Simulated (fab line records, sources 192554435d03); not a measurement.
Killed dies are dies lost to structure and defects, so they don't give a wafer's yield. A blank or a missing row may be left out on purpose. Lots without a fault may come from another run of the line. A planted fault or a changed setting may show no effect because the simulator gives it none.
Chamber matching | flow n5_finfet | N5_SDB_ETCH_17 on rie_diel-02: 4 sister chambers
The step etches SiARC in CF4, target depth 23.4 nm, time 39 s. 22 wafers are shown with their chamber, then 11 later ones without.

WAFERS WITH THEIR CHAMBER
wafer  | chamber | showerhead_plenum_p_Torr (Torr) | drypump_motor_current_A (A) | etch_rf_on_time_s (s)
L077.2 | 1       | 2.18                            | 5.9                         | 41.5
L077.3 | 3       | 2.13                            | 6.6                         | 41.6
L077.4 | 0       | 2.05                            | 6.1                         | 38.7
L078.3 | 2       | 2.13                            | 5.5                         | 39.0
L078.4 | 0       | 2.05                            | 6.1                         | 38.7
L078.6 | 2       | 2.13                            | 5.5                         | 38.8
L080.1 | 3       | 2.12                            | 6.6                         | 42.3
L080.2 | 1       | 2.18                            | 5.9                         | 41.9
L080.3 | 2       | 2.13                            | 5.6                         | 39.1
L083.1 | 2       | 2.12                            | 5.6                         | 38.7
L083.3 | 3       | 2.12                            | 6.5                         | 41.7
L083.6 | 0       | 2.05                            | 6.2                         | 39.0
L085.4 | 2       | 2.12                            | 5.6                         | 39.1
L085.5 | 3       | 2.12                            | 6.5                         | 41.8
L085.6 | 0       | 2.05                            | 6.1                         | 38.8
L088.1 | 2       | 2.12                            | 5.6                         | 39.1
L088.2 | 0       | 2.05                            | 6.1                         | 38.8
L088.3 | 3       | 2.12                            | 6.5                         | 41.9
L089.1 | 1       | 2.18                            | 5.9                         | 41.0
L089.3 | 2       | 2.12                            | 5.6                         | 39.0
L089.4 | 3       | 2.12                            | 6.6                         | 41.6
L090.2 | 2       | 2.12                            | 5.6                         | 39.1

SIGNATURES (means of the wafers above)
reading                  | chamber 0 | chamber 1 | chamber 2 | chamber 3 | scatter within a chamber
showerhead_plenum_p_Torr | 2.0500    | 2.1800    | 2.1238    | 2.1217    | 0.00388
drypump_motor_current_A  | 6.120     | 5.900     | 5.575     | 6.550     | 0.0459
etch_rf_on_time_s        | 38.800    | 41.467    | 38.987    | 41.817    | 0.234
Rule: a wafer's distance from a chamber is the root of the sum, over the readings, of the square of ((its reading less the chamber's mean) divided by the reading's scatter). The wafer belongs to the nearest chamber; if the next one is less than 2 further off, it can't be placed. The scatter: the root of (the sum of the squares of (reading less its chamber's mean) over the shown wafers, divided by (wafers less chambers)).

WAFERS WITHOUT THEIR CHAMBER
wafer  | showerhead_plenum_p_Torr (Torr) | drypump_motor_current_A (A) | etch_rf_on_time_s (s)
L090.3 | 2.12                            | 6.5                         | 42.3
L090.5 | 2.18                            | 5.9                         | 41.6
L091.3 | 2.04                            | 6.1                         | 38.6
L091.4 | 2.12                            | 6.5                         | 41.5
L091.6 | 2.12                            | 6.6                         | 41.6
L094.1 | 2.11                            | 5.6                         | 38.8
L094.2 | 2.17                            | 5.9                         | 41.7
L094.3 | 2.11                            | 6.5                         | 41.4
L096.2 | 2.04                            | 6.1                         | 39.2
L096.3 | 2.11                            | 6.6                         | 41.9
L096.5 | 2.17                            | 5.9                         | 41.4

WHICH CHAMBER EACH WENT THROUGH
wafer  | from the rows above | in truth
L090.3 | 3                   | 3
L090.5 | 1                   | 1
L091.3 | 0                   | 0
L091.4 | 3                   | 3
L091.6 | 3                   | 3
L094.1 | 2                   | 2
L094.2 | 1                   | 1
L094.3 | 3                   | 3
L096.2 | 0                   | 0
L096.3 | 3                   | 3
L096.5 | 1                   | 1
Placed correctly: 11 of 11. Can't be placed from these rows: 0. Placed wrongly: 0.
